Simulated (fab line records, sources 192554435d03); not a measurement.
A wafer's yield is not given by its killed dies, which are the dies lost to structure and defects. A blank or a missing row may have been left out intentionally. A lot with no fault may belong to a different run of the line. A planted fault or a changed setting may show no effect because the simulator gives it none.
One fault seen from 2 desks | flow n5-finfet | what lay behind the numbers comes last; until then each desk has only its own

## FROM THE METROLOGY DESK
What the gauges read for every lot (on any tool): the sampled wafers with a number, averaged. Marked OUT: a lot whose mean sits more than 4 standard deviations from the usual mean, which makes it out of limits; the brackets give that distance. Only the readings that lie furthest out on some lot appear, 7 of the 10 it has.
Columns: A = DIBL_P at N5_BEOL_M4_RC_MEAS_101, usual 36.8 mV/V; B = IOFF_P at N5_BEOL_M4_RC_MEAS_101, usual 0.206 nA/um; C = ION_P at N5_BEOL_M4_RC_MEAS_101, usual 462 uA/um; D = SS_N at N5_BEOL_M4_RC_MEAS_101, usual 71.6 mV/dec; E = SS_P at N5_BEOL_M4_RC_MEAS_101, usual 73.3 mV/dec; F = VT_N at N5_BEOL_M4_RC_MEAS_101, usual 248.8 mV; G = VT_P at N5_BEOL_M4_RC_MEAS_101, usual -251 mV
lot  | first seen here | A    | B     | C   | D    | E    | F     | G
L239 | day 9 01:16     | 35.4 | 0.167 | 458 | 70.6 | 73.0 | 250.7 | -256
L240 | day 9 09:15     | 36.3 | 0.201 | 454 | 71.4 | 73.2 | 248.7 | -253
L243 | day 10 13:31    | 39.2 | 0.229 | 464 | 72.4 | 74.1 | 247.7 | -252
L246 | day 10 13:47    | 34.9 | 0.192 | 457 | 71.8 | 73.8 | 250.0 | -251
L250 | day 12 00:11    | 36.5 | 0.219 | 467 | 71.5 | 73.4 | 247.6 | -250
L260 | day 15 03:05    | 36.9 | 0.174 | 451 | 71.3 | 73.6 | 248.0 | -256
L261 | day 15 09:16    | 37.2 | 0.195 | 464 | 71.2 | 73.5 | 248.0 | -251
L262 | day 15 13:02    | 37.6 | 0.180 | 459 | 71.2 | 72.8 | 252.8 | -252
This desk's verdict: no lot among the 8 shows anything out of limits.

## DESK OF THE TOOL OWNER: ald-sin-04
The tool's own readings at N5_SPACER0_ALD_00 (deposits SiOCN, target thk 3.5 nm, pulse time 3 s, purge time 2 s): means of the sampled wafers that have a number, for each lot that ran on this tool. Marked OUT: a lot whose mean sits more than 4 standard deviations from the usual mean, which makes it out of limits; the brackets give that distance.
Columns: A = chamber-pressure-Torr at N5_SPACER0_ALD_00, usual 2.000 Torr; B = heater-power-w at N5_SPACER0_ALD_00, usual 827 W; C = precursor-pulse-height-rel at N5_SPACER0_ALD_00, usual 0.998
lot  | first seen here | A     | B   | C
L239 | day 3 01:38     | 2.002 | 824 | 0.998
L240 | day 3 05:40     | 2.005 | 880 | 1.006
L243 | day 3 22:43     | 2.001 | 812 | 0.994
L250 | day 6 03:36     | 2.002 | 896 | 1.019
L262 | day 8 21:20     | 1.998 | 814 | 1.005
This desk's verdict: no lot among the 5 shows anything out of limits.

## TAKEN TOGETHER
The metrology desk saw nothing out of limits.
Nothing out of limits was seen by the tool owner's desk.

## WHAT THE SIMULATOR HAD INSERTED
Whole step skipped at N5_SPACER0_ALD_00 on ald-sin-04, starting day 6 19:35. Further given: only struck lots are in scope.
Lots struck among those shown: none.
